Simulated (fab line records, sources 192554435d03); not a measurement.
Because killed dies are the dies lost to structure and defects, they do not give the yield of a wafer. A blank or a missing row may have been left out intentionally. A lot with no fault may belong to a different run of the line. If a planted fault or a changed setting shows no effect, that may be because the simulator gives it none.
Chamber matching -- flow n5 finfet -- N5_BEOL_M14_STRIP_37 on rie diel-04: 4 sister chambers
The step strips in O2. 16 wafers are shown with their chamber, then 8 later ones without.

== WAFERS PAIRED WITH THEIR CHAMBERS ==
wafer,chamber,drypump motor current A (A),throttle valve pct (%),showerhead plenum p Torr (Torr)
L076.1,0,6.0,17.2,2.10
L076.4,3,5.2,16.2,2.23
L076.5,0,6.0,17.2,2.10
L081.1,2,5.6,17.1,2.00
L081.3,3,5.2,16.3,2.23
L081.4,0,6.0,17.3,2.09
L087.1,3,5.2,16.3,2.22
L087.2,2,5.6,16.7,2.26
L087.5,3,5.2,16.3,2.23
L085.2,2,5.6,16.7,2.26
L085.3,1,6.4,16.5,2.12
L085.4,3,5.1,16.3,2.22
L089.2,0,6.0,17.3,2.09
L089.3,3,5.2,16.3,2.22
L089.6,1,6.4,16.4,2.12
L092.1,0,6.0,17.3,2.09

SIGNATURES (averages over the wafers above)
reading,chamber 0,chamber 1,chamber 2,chamber 3,scatter within a chamber
drypump motor current A,6.000,6.400,5.600,5.183,0.0264
throttle valve pct,17.260,16.450,16.833,16.283,0.105
showerhead plenum p Torr,2.0940,2.1200,2.1733,2.2250,0.0615
Rule: a wafer lies at a distance from a chamber equal to the root of the sum of squares, over the readings, of (its reading less the chamber's mean, divided by the reading's scatter). The wafer belongs to the nearest chamber; if the next one is less than 2 further off, it can't be placed. The scatter is the square root of a quotient: the sum, over the shown wafers, of each reading's squared deviation from its chamber's mean, divided by wafers minus chambers.

== WAFERS MISSING THEIR CHAMBER ==
wafer,drypump motor current A (A),throttle valve pct (%),showerhead plenum p Torr (Torr)
L092.2,5.6,16.7,2.25
L092.6,6.4,16.5,2.12
L091.1,5.2,16.3,2.22
L091.2,6.4,16.5,2.11
L091.6,5.2,16.3,2.22
L094.1,6.4,16.4,2.11
L094.2,5.2,16.3,2.22
L094.5,6.0,17.3,2.08

== WHICH CHAMBER EACH WENT THROUGH ==
wafer,from the rows above,in truth
L092.2,2,2
L092.6,1,1
L091.1,3,3
L091.2,1,1
L091.6,3,3
L094.1,1,1
L094.2,3,3
L094.5,0,0
Placed correctly: 8 of 8. Left unplaced by these rows: 0. Wrongly placed: 0.
